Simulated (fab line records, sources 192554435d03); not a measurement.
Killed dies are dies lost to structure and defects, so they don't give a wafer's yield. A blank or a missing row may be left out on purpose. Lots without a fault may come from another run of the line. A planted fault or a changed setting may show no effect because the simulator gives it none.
Chamber matching | flow n5_finfet | N5_MOL_CONTACT_COAG_ETCH_90 on rie_diel-04: 4 sister chambers
The step etches SiARC in CF4, target depth 13 nm, time 21.7 s. 16 wafers are shown with their chamber, then 8 later ones without.

WAFERS WITH THEIR CHAMBER
wafer  | chamber | drypump_motor_current_A (A) | showerhead_plenum_p_Torr (Torr) | oes_product_au (a.u.)
L075.1 | 2       | 5.5                         | 2.22                            | 0.64
L075.5 | 2       | 5.5                         | 2.22                            | 0.63
L075.6 | 3       | 6.1                         | 2.08                            | 0.70
L077.3 | 1       | 5.4                         | 2.14                            | 0.60
L077.4 | 3       | 6.2                         | 2.08                            | 0.70
L077.6 | 0       | 6.2                         | 2.18                            | 0.78
L078.1 | 0       | 6.2                         | 2.18                            | 0.77
L078.5 | 2       | 5.5                         | 2.22                            | 0.63
L078.6 | 1       | 5.4                         | 2.13                            | 0.61
L083.1 | 1       | 5.4                         | 2.13                            | 0.59
L083.3 | 2       | 5.5                         | 2.21                            | 0.63
L083.5 | 0       | 6.2                         | 2.18                            | 0.76
L084.3 | 3       | 6.1                         | 2.07                            | 0.68
L084.4 | 0       | 6.2                         | 2.18                            | 0.76
L084.5 | 1       | 5.4                         | 2.13                            | 0.59
L094.1 | 2       | 5.5                         | 2.21                            | 0.62

SIGNATURES (means of the wafers above)
reading                  | chamber 0 | chamber 1 | chamber 2 | chamber 3 | scatter within a chamber
drypump_motor_current_A  | 6.200     | 5.400     | 5.500     | 6.133     | 0.0236
showerhead_plenum_p_Torr | 2.1800    | 2.1325    | 2.2160    | 2.0767    | 0.00467
oes_product_au           | 0.7675    | 0.5975    | 0.6300    | 0.6933    | 0.0092
Rule: a wafer's distance from a chamber is the root of the sum, over the readings, of the square of ((its reading less the chamber's mean) divided by the reading's scatter). The wafer belongs to the nearest chamber; if the next one is less than 2 further off, it can't be placed. The scatter: the root of (the sum of the squares of (reading less its chamber's mean) over the shown wafers, divided by (wafers less chambers)).

WAFERS WITHOUT THEIR CHAMBER
wafer  | drypump_motor_current_A (A) | showerhead_plenum_p_Torr (Torr) | oes_product_au (a.u.)
L094.2 | 5.4                         | 2.13                            | 0.58
L094.4 | 6.2                         | 2.17                            | 0.74
L095.1 | 5.4                         | 2.13                            | 0.58
L095.4 | 6.2                         | 2.17                            | 0.73
L095.5 | 5.5                         | 2.21                            | 0.62
L097.1 | 6.2                         | 2.06                            | 0.66
L097.2 | 5.4                         | 2.12                            | 0.58
L097.6 | 6.2                         | 2.17                            | 0.72

WHICH CHAMBER EACH WENT THROUGH
wafer  | from the rows above | in truth
L094.2 | 1                   | 1
L094.4 | 0                   | 0
L095.1 | 1                   | 1
L095.4 | 0                   | 0
L095.5 | 2                   | 2
L097.1 | 3                   | 3
L097.2 | 1                   | 1
L097.6 | 0                   | 0
Placed correctly: 8 of 8. Can't be placed from these rows: 0. Placed wrongly: 0.
